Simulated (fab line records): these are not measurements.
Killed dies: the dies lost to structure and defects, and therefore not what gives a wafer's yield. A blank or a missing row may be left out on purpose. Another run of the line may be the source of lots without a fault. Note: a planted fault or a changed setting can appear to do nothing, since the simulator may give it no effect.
Split-lot study ; flow n5 finfet ; on a route of 1938 steps: 7 lots, 21 wafers read

## THE SPLIT
At N5_BEOL_M7_COAT_22 (resist thk 30 nm), the setting spin rpm was moved away from the recipe's 1500 rpm on 6 of the 21 wafers read, by -7.3% to +8.3%. The other wafers ran this setting at the recipe's value.

The reading comes from the split's own step.

## THE READING
CAR-EUV_of_BEOL_M7_COAT_22.thk nm (the simulator's own value, which no gauge read), in nm, at N5_BEOL_M7_COAT_22 (resist thk 30 nm). There is no usual value for it anywhere in the file. Here, 15 wafers ran the recipe; their average is 29.9 nm with a standard deviation of 0.16 nm.

wafer;tool, chamber at the split;spin rpm as run, rpm;against the recipe;CAR-EUV_of_BEOL_M7_COAT_22.thk nm, nm;against lot-mates on the recipe
L076.2;litho track-01, 0;1500;recipe;29.8;-
L076.3;litho track-01, 0;1500;recipe;29.8;-
L076.4;litho track-01, 0;1500;recipe;29.8;-
L074.3;litho track-04, 0;1431;-4.6%;30.6;+0.6
L074.5;litho track-04, 0;1431;-4.6%;30.6;+0.6
L074.6;litho track-04, 0;1500;recipe;30;-
L079.1;litho track-01, 0;1500;recipe;30;-
L079.4;litho track-01, 0;1392;-7.2%;31.4;+1.3
L079.6;litho track-01, 0;1500;recipe;30.2;-
L083.1;litho track-01, 0;1500;recipe;29.8;-
L083.5;litho track-01, 0;1500;recipe;29.8;-
L083.6;litho track-01, 0;1500;recipe;30;-
L088.1;litho track-03, 0;1391;-7.3%;31.4;+1.2
L088.3;litho track-03, 0;1500;recipe;30.2;-
L088.5;litho track-03, 0;1500;recipe;30.2;-
L092.2;litho track-01, 0;1500;recipe;29.8;-
L092.5;litho track-01, 0;1500;recipe;29.8;-
L092.6;litho track-01, 0;1624;+8.3%;28.6;-1.2
L095.1;litho track-01, 0;1500;recipe;29.8;-
L095.4;litho track-01, 0;1415;-5.7%;30.8;+0.9
L095.5;litho track-01, 0;1500;recipe;30;-

THE FIT
A straight line over all 21 wafers: CAR-EUV_of_BEOL_M7_COAT_22.thk nm changes by -0.174 nm for each +1% of spin rpm; r = -0.96; the points scatter about the line by 0.17 nm.
The same after taking each lot's own level away (the mean of its wafers on the recipe; 21 wafers): -0.156 nm for each +1%; r = -0.99; scatter 0.085 nm.
Per that fit: largest spin rpm move, reading shift of 1.3 nm.
Across the lots, their own levels run from 29.80 to 30.20 nm, a range of 2.5 times the standard deviation given above.
So the slope is not independent of the lot-to-lot level: the two fits are not the same.
Check: for one of the wafers moved furthest among these (+8.3%), held out of the fit, the line's prediction against its lot-mates is -1.34 nm. Against them it came out at -1.2 nm.

## FURTHER SPLITS ON THESE WAFERS
Before the reading, these wafers also passed through other splits. Each is held against what the fit with the lots' levels taken away leaves over:
other split on the same wafers;wafers away from the commonest value;r with CAR-EUV_of_BEOL_M7_COAT_22.thk nm (lot level and that fit taken away)
N5_BEOL_M0_SAQP_COAT_34 spin rpm;8;+0.36
N5_BEOL_M0_ETCH_109 bias w;6;+0.40
N5_BEOL_M1_ETCH_64 bias w;12;-0.17
N5_BEOL_M2_PECVD_72 time s;9;+0.29
N5_BEOL_M4_ILD_DEP_00 time s;4;-0.19
N5_BEOL_M6_TRENCH_ETCH_37 time s;6;-0.21

## FILE'S OWN FIT
CAR-EUV_of_BEOL_M7_COAT_22.thk nm changes by -0.158 nm for each +1% of spin rpm, r = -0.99.
